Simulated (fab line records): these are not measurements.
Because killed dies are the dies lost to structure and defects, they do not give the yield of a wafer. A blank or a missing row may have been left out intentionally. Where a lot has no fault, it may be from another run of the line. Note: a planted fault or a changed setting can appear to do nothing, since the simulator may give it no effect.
Problem report, 8D (eight disciplines) form, completed by code	flow nand-harc	the parts of the form that need people (team, actions taken, sign-off) are left out

1. THE ISSUE
At NHARC_A_STAIRCASE_ETCH_194, run-length-s averages 52.6 s over 6 wafers from 2 lots, while fault-free wafers read 61.9 s, standard deviation 0.48. Relative to the usual mean, that is a shift of -19 standard deviations.
The step: etches the open film in C4F8/O2, target depth 100 nm, time 40.5 s.
First observed at day 17 03:37: wafer L770.3, on rie-diel-09. The record has a number at this step for 42 wafers belonging to 14 lots. The rule behind "out" and "out of limits": a value lying over 4 standard deviations away from the usual mean. All remaining wafers that have a number are taken as sound.

2. WHAT IT IS AND WHAT IT IS NOT
question	is	is not
which readings at this step	run-length-s	oes-product-au, rf-vpp-V
which lots	L770, L772	L767, L769, L780, L781, L782, L784, L785, L786, L787, L788, L789, L790
which wafers of those lots	all that have a number	-
read on which tools	rie-diel-09	rie-diel-05, rie-diel-11
when	from day 17 03:37	up to then (6 sound wafers); but 30 sound wafers of L780, L781, L782, L784, L785, L786, L787, L788, L789, L790 came after

3. THE SUSPECTS, EACH WITH WHAT RULES IT OUT
Counting: a tool stays on the suspect list if, at a process step up to the reading, it processed all lots that are out and no sound lot following the first of them.
- rie-diel-09 at NHARC_A_STAIRCASE_TRIM_191 (chemistry O2, time 211.2 s): ruled out as a lasting fault. After its first lot that is out, L770 (day 17 03:37), sound lots L784, L786 ran on it. Because NHARC_A_STAIRCASE_TRIM_191 lacks a start for some lots, the hours and order of its lots are taken from NHARC_A_STAIRCASE_ETCH_194.
- rie-diel-09 at NHARC_A_STAIRCASE_ETCH_192 (etches the open film in C4F8/O2, target depth 100 nm, time 40.5 s): ruled out as a lasting fault. After its first lot that is out, L770 (day 17 03:37), sound lots L784, L786 ran on it. Because NHARC_A_STAIRCASE_ETCH_192 lacks a start for some lots, the hours and order of its lots are taken from NHARC_A_STAIRCASE_ETCH_194.
- rie-diel-09 at NHARC_A_STAIRCASE_ETCH_194 (etches the open film in C4F8/O2, target depth 100 nm, time 40.5 s): ruled out as a lasting fault. After its first lot that is out, L770 (day 17 03:37), sound lots L784, L786 ran on it.
Left after counting: nothing in the record.

4. THE CAUSE (what the simulator had put in)
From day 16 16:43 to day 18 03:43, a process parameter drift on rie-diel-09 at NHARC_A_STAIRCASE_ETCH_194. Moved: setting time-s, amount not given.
Counting ruled it out, wrongly.

5. SEQUENCE OF EFFECTS, ordered by route
Rows list readings where the struck wafers' mean (over those with a number) sits beyond 3 standard deviations from the usual. Readings are gone through only where the record gives a usual standard deviation; hours: the median, over the lots, of the time from a lot's start at the first step in this table giving one to that lot's start at this step; sigmas: the change measured in usual standard deviations.
hours	step	reading	usual	on struck wafers	change	sigmas
0	NHARC_A_STAIRCASE_ETCH_194	run-length-s	61.9 s	52.6	-9.3	-19
Process steps it contains:
- NHARC_A_STAIRCASE_ETCH_194: etches the open film in C4F8/O2, target depth 100 nm, time 40.5 s.

6. WHAT WOULD HAVE CAUGHT IT SOONER
First out-of-limits reading in this record: day 17 03:37, which is 11 hours after fault onset at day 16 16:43.
